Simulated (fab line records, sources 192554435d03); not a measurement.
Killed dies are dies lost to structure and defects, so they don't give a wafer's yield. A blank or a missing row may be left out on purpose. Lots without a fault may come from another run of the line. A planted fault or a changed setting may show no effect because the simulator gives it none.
One fault seen from 3 desks | flow n5_finfet | each desk has only its own numbers; what lay behind them comes last

THE METROLOGY DESK
What the gauges read, lot by lot, whatever tool the lot ran on: means of the sampled wafers that have a number. A lot is out of limits, marked OUT, if its mean lies more than 4 standard deviations from the usual mean; the brackets give that distance. Of its 10 readings 7 are shown: those that lie furthest out on some lot.
Columns: A = DIBL_N at N5_BEOL_M4_RC_MEAS_101, usual 35.1 mV/V; B = IOFF_N at N5_BEOL_M4_RC_MEAS_101, usual 0.146 nA/um; C = IOFF_P at N5_BEOL_M4_RC_MEAS_101, usual 0.20 nA/um; D = ION_P at N5_BEOL_M4_RC_MEAS_101, usual 462 uA/um; E = SS_P at N5_BEOL_M4_RC_MEAS_101, usual 73.1 mV/dec; F = VT_N at N5_BEOL_M4_RC_MEAS_101, usual 250 mV; G = VT_P at N5_BEOL_M4_RC_MEAS_101, usual -251 mV
lot  | first seen here | A    | B     | C    | D   | E    | F   | G
L919 | day 8 00:46     | 36.2 | 0.145 | 0.19 | 452 | 73.4 | 251 | -253
L921 | day 8 03:03     | 35.5 | 0.136 | 0.19 | 454 | 72.7 | 254 | -253
L928 | day 10 05:49    | 36.4 | 0.148 | 0.19 | 461 | 73.7 | 251 | -253
L931 | day 11 23:13    | 35.8 | 0.155 | 0.19 | 454 | 73.1 | 251 | -253
L933 | day 12 04:23    | 33.8 | 0.117 | 0.15 | 456 | 72.5 | 252 | -256
L938 | day 13 00:38    | 35.2 | 0.126 | 0.17 | 466 | 73.0 | 252 | -253
L941 | day 14 12:02    | 33.2 | 0.110 | 0.16 | 457 | 72.2 | 254 | -254
L942 | day 14 15:52    | 35.4 | 0.158 | 0.21 | 468 | 73.4 | 247 | -250
This desk's finding: nothing out of limits on any of the 8 lots.

THE DEFECT DESK
What the inspections along the route counted, lot by lot: means of the sampled wafers that have a number. A lot is out of limits, marked OUT, if its mean lies more than 4 standard deviations from the usual mean; the brackets give that distance.
Columns: A = raw_defect_count at N5_MOL_CONTACT_COAG_INSPECT_42, usual 191
lot  | first seen here | A
L919 | day 5 09:09     | 245
L921 | day 5 15:01     | 240
L928 | day 7 08:29     | 576 (+8.4) OUT
L931 | day 8 15:49     | 634 (+9.6) OUT
L933 | day 8 20:32     | 162
L938 | day 9 20:46     | 206
L941 | day 10 19:22    | 232
L942 | day 11 05:14    | 151
This desk's finding: out of limits on L928, L931; first on L928, day 7 08:29 (raw_defect_count at N5_MOL_CONTACT_COAG_INSPECT_42). In limits: L919, L921, L933, L938, L941, L942.

THE TOOL OWNER'S DESK: rie_diel-03
The tool's own readings at N5_MOL_CONTACT_COAG_ETCH_47 (etches SiNx in CH3F/O2, stops on W, target depth 27 nm): means of the sampled wafers that have a number, for each lot that ran on this tool. A lot is out of limits, marked OUT, if its mean lies more than 4 standard deviations from the usual mean; the brackets give that distance.
Columns: A = drypump_motor_current_A at N5_MOL_CONTACT_COAG_ETCH_47, usual 5.7 A; B = etch_rf_on_time_s at N5_MOL_CONTACT_COAG_ETCH_47, usual 31.0 s; C = oes_ar_750_au at N5_MOL_CONTACT_COAG_ETCH_47, usual 0.83 a.u.; D = oes_product_au at N5_MOL_CONTACT_COAG_ETCH_47, usual 0.75 a.u.; E = rf_vpp_V at N5_MOL_CONTACT_COAG_ETCH_47, usual 294 V; F = showerhead_plenum_p_Torr at N5_MOL_CONTACT_COAG_ETCH_47, usual 1.97 Torr; G = throttle_valve_pct at N5_MOL_CONTACT_COAG_ETCH_47, usual 16.36 %
lot  | first seen here | A   | B    | C    | D    | E   | F    | G
L921 | day 5 14:22     | 5.6 | 31.1 | 0.78 | 0.69 | 295 | 1.97 | 16.69
L928 | day 7 07:51     | 5.5 | 31.0 | 0.84 | 0.76 | 299 | 1.94 | 16.31
L931 | day 8 15:04     | 5.5 | 31.1 | 0.82 | 0.74 | 299 | 1.93 | 16.34
L942 | day 11 04:34    | 5.6 | 31.0 | 0.84 | 0.76 | 296 | 1.94 | 16.29
This desk's finding: nothing out of limits on any of the 4 lots.

PUT TOGETHER
The defect desk could have raised an alarm at day 7 08:29, on L928, L931.
The metrology desk saw nothing out of limits.
The tool owner's desk saw nothing out of limits.
The metrology desk has L928, L931 on record, within its limits.
The tool owner's desk has L928, L931 on record, within its limits.
Of the lots named, all ran N5_MOL_CONTACT_COAG_ETCH_47 on rie_diel-03.

WHAT THE SIMULATOR HAD PUT IN
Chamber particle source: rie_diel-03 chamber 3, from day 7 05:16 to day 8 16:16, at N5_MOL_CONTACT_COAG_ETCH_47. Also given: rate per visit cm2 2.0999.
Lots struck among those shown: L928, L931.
Hours from the fault's start to each desk's first reading out of limits: the defect desk, 3.
